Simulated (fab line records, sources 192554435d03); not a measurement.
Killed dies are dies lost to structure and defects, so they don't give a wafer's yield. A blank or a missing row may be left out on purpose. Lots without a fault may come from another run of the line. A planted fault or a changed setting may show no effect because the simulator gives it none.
Chamber matching | flow n5_finfet | N5_GATE_CUT_SAC_CAP_01 on ald_sin-04: 4 sister chambers
The step material SiNx, target thk 24 nm, pulse time 1 s, ald cycles 480. 22 wafers are shown with their chamber, then 11 later ones without.

WAFERS WITH THEIR CHAMBER
wafer  | chamber | heater_power_w (W) | heater_power_outer_w (W) | precursor_pulse_height_rel
L074.1 | 1       | 928                | 575                      | 1.005
L074.4 | 2       | 884                | 525                      | 1.007
L074.5 | 3       | 682                | 429                      | 0.994
L075.2 | 1       | 929                | 575                      | 1.028
L075.3 | 2       | 865                | 521                      | 1.001
L075.6 | 2       | 875                | 526                      | 0.998
L076.2 | 1       | 920                | 582                      | 0.987
L076.4 | 3       | 700                | 428                      | 1.002
L076.6 | 3       | 701                | 432                      | 1.021
L077.2 | 3       | 693                | 420                      | 1.008
L077.3 | 2       | 868                | 530                      | 0.987
L077.5 | 1       | 929                | 596                      | 1.009
L079.1 | 3       | 692                | 426                      | 0.952
L079.2 | 0       | 827                | 494                      | 0.945
L079.5 | 3       | 672                | 428                      | 0.960
L081.3 | 2       | 877                | 513                      | 0.991
L081.4 | 1       | 914                | 576                      | 0.975
L081.6 | 2       | 869                | 517                      | 0.983
L083.2 | 0       | 816                | 484                      | 0.960
L083.4 | 1       | 934                | 579                      | 0.990
L083.5 | 0       | 836                | 478                      | 0.991
L086.1 | 0       | 815                | 490                      | 0.993

SIGNATURES (means of the wafers above)
reading                    | chamber 0 | chamber 1 | chamber 2 | chamber 3 | scatter within a chamber
heater_power_w             | 823.50    | 925.67    | 873.00    | 690.00    | 8.91
heater_power_outer_w       | 486.50    | 580.50    | 522.00    | 427.17    | 6.45
precursor_pulse_height_rel | 0.97225   | 0.99900   | 0.99450   | 0.98950   | 0.0206
Rule: a wafer's distance from a chamber is the root of the sum, over the readings, of the square of ((its reading less the chamber's mean) divided by the reading's scatter). The wafer belongs to the nearest chamber; if the next one is less than 2 further off, it can't be placed. The scatter: the root of (the sum of the squares of (reading less its chamber's mean) over the shown wafers, divided by (wafers less chambers)).

WAFERS WITHOUT THEIR CHAMBER
wafer  | heater_power_w (W) | heater_power_outer_w (W) | precursor_pulse_height_rel
L086.5 | 927                | 579                      | 1.027
L086.6 | 865                | 526                      | 0.985
L090.2 | 866                | 517                      | 1.016
L090.3 | 926                | 578                      | 0.958
L090.4 | 691                | 431                      | 0.961
L091.2 | 810                | 476                      | 1.012
L091.3 | 878                | 508                      | 0.983
L091.5 | 964                | 578                      | 0.968
L094.2 | 929                | 595                      | 1.014
L094.3 | 845                | 478                      | 1.002
L094.4 | 909                | 522                      | 0.985

WHICH CHAMBER EACH WENT THROUGH
wafer  | from the rows above | in truth
L086.5 | 1                   | 1
L086.6 | 2                   | 2
L090.2 | 2                   | 2
L090.3 | 1                   | 1
L090.4 | 3                   | 3
L091.2 | 0                   | 0
L091.3 | 2                   | 2
L091.5 | 1                   | 1
L094.2 | 1                   | 1
L094.3 | 0                   | 0
L094.4 | 2                   | 2
Placed correctly: 11 of 11. Can't be placed from these rows: 0. Placed wrongly: 0.
